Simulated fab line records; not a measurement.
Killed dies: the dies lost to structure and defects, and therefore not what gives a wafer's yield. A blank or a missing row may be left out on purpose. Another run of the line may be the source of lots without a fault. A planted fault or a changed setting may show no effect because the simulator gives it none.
Matching of chambers ; flow nandHarc ; NHARC_A_CONTACT_CMP_20 on cmp-01 has 4 sister chambers
The step polishes, t overpolish 30 s, target thk 300 nm. 4 wafers are shown with their chamber, then 12 later ones without.

WAFERS WITH THEIR CHAMBER
wafer;chamber;motorCurrentA (A)
L089.5;0;13.6
L091.3;3;11.9
L091.5;1;12.7
L091.6;2;10.1

WAFERS WITH NO CHAMBER GIVEN
wafer;motorCurrentA (A)
L090.1;9.6
L090.3;13.3
L090.5;13.6
L094.1;12.7
L094.2;12.8
L094.5;11.4
L096.1;12.5
L096.4;13.1
L096.6;10.2
L095.3;11.5
L095.5;10.0
L095.6;13.0

THE CHAMBER EACH PASSED THROUGH
wafer;from the rows above;in truth
L090.1;2;2
L090.3;can't be placed: 0 or 1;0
L090.5;0;0
L094.1;1;1
L094.2;1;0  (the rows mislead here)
L094.5;3;3
L096.1;can't be placed: 1 or 3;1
L096.4;can't be placed: 1 or 0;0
L096.6;2;2
L095.3;3;3
L095.5;2;2
L095.6;can't be placed: 1 or 0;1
Correct placement for 7 of the 12. Unplaceable from these rows: 4, with the true chamber sitting among the candidates in 4. 1 placed wrongly.
How it was worked out, from the rows above alone: a wafer's distance from a chamber is the root of the sum, over the readings, of the square of ((its reading less the chamber's mean) divided by the reading's scatter). The wafer belongs to the nearest chamber; if the next one is less than 2 further off, it can't be placed. The mean given for a chamber averages the wafers shown for that chamber. The scatter (one wafer shown for each chamber): square how far every hidden wafer sits from the nearest shown wafer, average those squares and take the square root.
